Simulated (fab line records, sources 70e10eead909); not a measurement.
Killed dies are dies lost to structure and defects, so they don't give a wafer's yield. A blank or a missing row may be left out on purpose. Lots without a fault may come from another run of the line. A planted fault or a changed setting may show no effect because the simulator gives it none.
A struck lot beside a sound one | flow nand_harc | 25 steps out of a route of 1302
Sound: wafers L551.1, L551.2, L551.5. Struck: wafers L555.1, L555.3, L555.5. The cause comes at the end.
At each step with rows: each side's tool, then ch and its chambers, then its first start. Under that, the readings that differ: sound wafers | struck wafers | difference of the means | sigmas: that difference in standard deviations of wafers without a fault.
alike: readings whose means differ by less than 2 such deviations, and words and numbers that are the same on both sides. not compared: withheld readings, readings that some wafer has no value for, bounds like >300 that may hide the same value, and numbers for which the record gives no deviation and whose values overlap.
The two part at a step that has a row with sigmas, a row that says differs or no value, or rows on one side only. Numbers that don't overlap but have no deviation are shown without sigmas and don't part them. A reading that every wafer of one side lacks parts them only if that side has two wafers or more.

first, 8 steps without rows for these wafers: NHARC_A_CHANNEL_HOLE_D1_DEVELOP_09 (develop time 35 s); NHARC_A_CHANNEL_HOLE_D1_DESCUM_15 (chemistry O2, time 3 s); NHARC_A_CHANNEL_HOLE_D1_ETCH_38 (etches the open film in CF4, target depth 39 nm, time 65 s); NHARC_A_CHANNEL_HOLE_D1_ETCH_39 (etches the open film in N2/H2, target depth 260 nm, time 325 s); NHARC_A_CHANNEL_HOLE_D1_ETCH_34 (etches the open film in CF4/CHF3, target depth 154 nm, time 77 s); NHARC_A_CHANNEL_HOLE_D1_ETCH_16 (etches the open film in O2/COS, target depth 3100 nm, time 806 s); NHARC_A_CHANNEL_HOLE_D1_ETCH_19 (etches the open film in C4F8/O2/Ar, time 34.5 s); NHARC_A_CHANNEL_HOLE_D1_ETCH_20 (etches the open film in C4F8/O2/Ar, time 361.9 s, target depth 1600 nm).
NHARC_A_CHANNEL_HOLE_D1_ETCH_21: etches the open film in C4F8/O2/Ar, time 514.3 s, target depth 1600 nm.
  sound on har_etch-02 ch 0,1, day 14 16:21; struck on har_etch-01 ch 1, day 16 08:17
  no value came back on the struck wafers for any of 6 readings (c4f8_flow_sccm (sccm), chamber_pressure_mTorr (mTorr) and others); on the sound wafers c4f8_flow_sccm (sccm) reads 89.01 89.64 89.24
  not compared: rf_hours_counter_h
then, 9 steps without rows for these wafers: NHARC_A_CHANNEL_HOLE_D1_ETCH_22 (etches the open film in C4F8/O2/Ar, time 666.7 s, target depth 1600 nm); NHARC_A_CHANNEL_HOLE_D1_ETCH_23 (etches the open film in C4F8/O2/Ar, time 819 s, target depth 1600 nm); NHARC_A_CHANNEL_HOLE_D1_ETCH_24 (etches the open film in C4F8/O2/Ar, time 906.2 s, target depth 1500 nm); NHARC_A_CHANNEL_HOLE_D1_ETCH_25 (etches the open film in C4F8/O2/Ar, time 1040.2 s, target depth 1500 nm); NHARC_A_CHANNEL_HOLE_D1_ETCH_26 (etches the open film in C4F8/O2/Ar, time 224.1 s, target depth 300 nm); NHARC_A_CHANNEL_HOLE_D1_ETCH_33 (etches the open film in C4F8/O2/Ar, time 90 s, target depth 400 nm); NHARC_A_CHANNEL_HOLE_D1_STRIP_41 (strips in N2/H2); NHARC_A_CHANNEL_HOLE_D1_STRIP_42 (strips in CF4/CHF3); NHARC_A_CHANNEL_HOLE_D1_STRIP_43 (strips in O2/COS).
NHARC_A_CHANNEL_HOLE_D1_ETCH_44: etches the open film in CF4/O2, target depth 140 nm, overetch 14 nm, time 77 s.
  sound on rie_diel-03 ch 0,1,2, day 14 20:41; struck on rie_diel-03 ch 0,1, day 16 12:34
  reading                            | sound            | struck           | difference | sigmas
  model.A_CHANNEL_HOLE_D1.cd_nm (nm) | 90.95 89.4 89.34 | 95.1 100.6 101.2 | +9.1       |
  alike: bias_w, cf4_flow_sccm, drypump_motor_current_A, mfc_ar_sccm, oes_f_703_au, oes_o_777_au, oes_product_au, rf_vpp_V, showerhead_plenum_p_Torr, throttle_valve_pct
  not compared: rf_hours_counter_h
then, 3 steps without rows for these wafers: NHARC_A_CHANNEL_HOLE_D1_STRIP_27 (strips in O2); NHARC_A_CHANNEL_HOLE_D1_PRECLEAN_28 (cleans in SC1); NHARC_A_CHANNEL_HOLE_D1_SRD_29.
NHARC_A_CHANNEL_HOLE_D1_CD_MEAS_30:
  sound on cd_sem-02, day 14 21:28; struck on cd_sem-03, day 16 13:23
  reading    | sound          | struck      | difference | sigmas
  cd_nm (nm) | 91.4 89.5 89.8 | 1.8 0.3 0.1 | -89.5      | -56
NHARC_A_CHANNEL_HOLE_D1_XSEM_31:
  sound on xsem-01 ch 0, day 14 21:33; struck on xsem-02 ch 0, day 16 13:28
  reading        | sound          | struck         | difference | sigmas
  bot_cd_nm (nm) | 76.9 74.7 75.0 | 2.8 1.2 1.0    | -73.9      | -46
  bow_nm (nm)    | 8.45 8.54 8.55 | 0.22 0.22 0.22 | -8.29      | -29
  alike: tilt_deg
-- the record jumps here: 16 days lie between the struck wafers' starts before and after (it left off in module A_CHANNEL_HOLE_D1 and takes up again in module END, whose first step shown is number 1302 of the route) --
NHARC_END_SORT_01:
  the record has rows for the struck wafers here (prober-01 ch 0, day 32 17:19) and none for the sound ones

WHERE THEY PART
First at NHARC_A_CHANNEL_HOLE_D1_ETCH_21; last, within this record, at NHARC_END_SORT_01.

WHY: what the simulator had put in
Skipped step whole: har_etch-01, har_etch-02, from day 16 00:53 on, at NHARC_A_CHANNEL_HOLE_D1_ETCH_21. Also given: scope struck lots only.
